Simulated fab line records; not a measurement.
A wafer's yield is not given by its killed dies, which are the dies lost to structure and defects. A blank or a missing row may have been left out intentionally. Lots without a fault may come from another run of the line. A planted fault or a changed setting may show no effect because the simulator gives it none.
One fault through the eyes of 3 desks | flow n5_finfet | what lay behind the numbers comes last; until then each desk has only its own

AT THE METROLOGY DESK
What the gauges read, lot by lot, whatever tool the lot ran on: means of the sampled wafers that have a number. Marked OUT: a lot whose mean sits more than 4 standard deviations from the usual mean, which makes it out of limits; the brackets give that distance. Shown here are 7 of its 10 readings, the ones lying furthest out on some lot.
Columns: A = DIBL_N at N5_BEOL_M4_RC_MEAS_101, usual 36.3 mV/V; B = IOFF_N at N5_BEOL_M4_RC_MEAS_101, usual 0.16 nA/um; C = IOFF_P at N5_BEOL_M4_RC_MEAS_101, usual 0.22 nA/um; D = ION_P at N5_BEOL_M4_RC_MEAS_101, usual 463 uA/um; E = SS_N at N5_BEOL_M4_RC_MEAS_101, usual 71.6 mV/dec; F = VT_N at N5_BEOL_M4_RC_MEAS_101, usual 250 mV; G = VT_P at N5_BEOL_M4_RC_MEAS_101, usual -250 mV
lot  | first seen here | A    | B    | C    | D   | E    | F   | G
L872 | day 10 05:14    | 36.6 | 0.17 | 0.22 | 461 | 71.9 | 248 | -249
L881 | day 11 17:19    | 34.6 | 0.14 | 0.17 | 454 | 70.6 | 253 | -255
L884 | day 12 15:23    | 36.4 | 0.15 | 0.21 | 458 | 71.5 | 252 | -253
L885 | day 13 03:07    | 36.7 | 0.18 | 0.23 | 462 | 72.0 | 248 | -248
L887 | day 13 18:16    | 33.8 | 0.13 | 0.19 | 460 | 71.4 | 252 | -252
L891 | day 14 05:03    | 36.1 | 0.13 | 0.16 | 455 | 71.3 | 253 | -256
L893 | day 15 15:19    | 37.5 | 0.15 | 0.20 | 454 | 71.9 | 254 | -253
This desk found nothing out of limits on any of the 7 lots.

FOR THE TOOL OWNER'S DESK: ald_sin-02
The tool's own readings at N5_STI_FIN_REVEAL_ALD_00 (deposits SiO2, target thk 1 nm, pulse time 1 s): means of the sampled wafers that have a number, for each lot that ran on this tool. Marked OUT: a lot whose mean sits more than 4 standard deviations from the usual mean, which makes it out of limits; the brackets give that distance.
Columns: A = heater_power_w at N5_STI_FIN_REVEAL_ALD_00, usual 476 W; B = precursor_pulse_height_rel at N5_STI_FIN_REVEAL_ALD_00, usual 0.998
lot  | first seen here | A   | B
L881 | day 4 11:06     | 440 | 0.998
L884 | day 5 05:05     | 446 | 1.014
L885 | day 5 13:12     | 504 | 0.994
This desk found nothing out of limits on any of the 3 lots.

THE DEFECT DESK
Per lot, the means of the sampled wafers with a number show what the inspections along the route counted. Marked OUT: a lot whose mean sits more than 4 standard deviations from the usual mean, which makes it out of limits; the brackets give that distance.
Columns: A = raw_defect_count at N5_FIN_CUT_INSPECT_17, usual 238
lot  | first seen here | A
L872 | day 2 03:57     | 180
L881 | day 4 11:04     | 248
L884 | day 5 05:04     | 226
L885 | day 5 13:10     | 166
L887 | day 5 22:37     | 188
L891 | day 6 22:17     | 204
L893 | day 7 09:35     | 182
This desk found nothing out of limits on any of the 7 lots.

BROUGHT TOGETHER
At the metrology desk, nothing out of limits was observed.
Nothing out of limits was seen by the tool owner's desk.
Nothing out of limits was seen by the defect desk.

WHAT THE SIMULATOR HAD INSERTED
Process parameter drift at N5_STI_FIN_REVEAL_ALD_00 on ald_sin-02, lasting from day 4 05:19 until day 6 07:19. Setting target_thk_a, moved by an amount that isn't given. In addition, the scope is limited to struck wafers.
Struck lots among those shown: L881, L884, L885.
